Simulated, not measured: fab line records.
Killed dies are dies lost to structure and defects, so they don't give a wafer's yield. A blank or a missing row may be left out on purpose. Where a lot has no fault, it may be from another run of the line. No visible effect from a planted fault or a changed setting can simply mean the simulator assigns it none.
Chamber matching || flow n5-finfet || N5_HKMG_FIN_ALD_21 on ald-metal-04: 4 sister chambers
The step deposits TiN, target thk 1.5 nm, pulse time 1 s, purge time 3 s. 4 wafers are shown with their chamber, then 9 later ones without.

WAFERS WITH THEIR CHAMBER
{"wafer": "L295.5", "chamber": 2, "heater-power-w (W)": 764}
{"wafer": "L296.1", "chamber": 3, "heater-power-w (W)": 940}
{"wafer": "L296.2", "chamber": 1, "heater-power-w (W)": 860}
{"wafer": "L296.5", "chamber": 0, "heater-power-w (W)": 958}

WAFERS WITHOUT THEIR CHAMBER
{"wafer": "L297.2", "heater-power-w (W)": 882}
{"wafer": "L297.4", "heater-power-w (W)": 944}
{"wafer": "L297.5", "heater-power-w (W)": 939}
{"wafer": "L298.1", "heater-power-w (W)": 945}
{"wafer": "L298.2", "heater-power-w (W)": 763}
{"wafer": "L298.6", "heater-power-w (W)": 932}
{"wafer": "L300.1", "heater-power-w (W)": 930}
{"wafer": "L300.4", "heater-power-w (W)": 842}
{"wafer": "L300.5", "heater-power-w (W)": 754}

WHICH CHAMBER EACH WENT THROUGH
{"wafer": "L297.2", "from the rows above": 1, "in truth": 1}
{"wafer": "L297.4", "from the rows above": "can't be placed: 3 or 0", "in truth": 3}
{"wafer": "L297.5", "from the rows above": "can't be placed: 3 or 0", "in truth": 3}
{"wafer": "L298.1", "from the rows above": "can't be placed: 3 or 0", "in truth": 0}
{"wafer": "L298.2", "from the rows above": 2, "in truth": 2}
{"wafer": "L298.6", "from the rows above": "can't be placed: 3 or 0", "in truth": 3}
{"wafer": "L300.1", "from the rows above": "can't be placed: 3 or 0", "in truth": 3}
{"wafer": "L300.4", "from the rows above": 1, "in truth": 1}
{"wafer": "L300.5", "from the rows above": 2, "in truth": 2}
Correctly placed: 4 of 9. Unplaceable from these rows: 5, with the true chamber sitting among the candidates in 5. 0 placed wrongly.
How it was worked out, from the rows above alone: a wafer's distance from a chamber is the root of the sum, over the readings, of the square of ((its reading less the chamber's mean) divided by the reading's scatter). The wafer belongs to the nearest chamber; if the next one is less than 2 further off, it can't be placed. For every chamber, the mean is computed from those of its wafers that are shown. The scatter: with one shown wafer a chamber, the root of the mean of the squares of how far each hidden wafer lies from its nearest shown one.
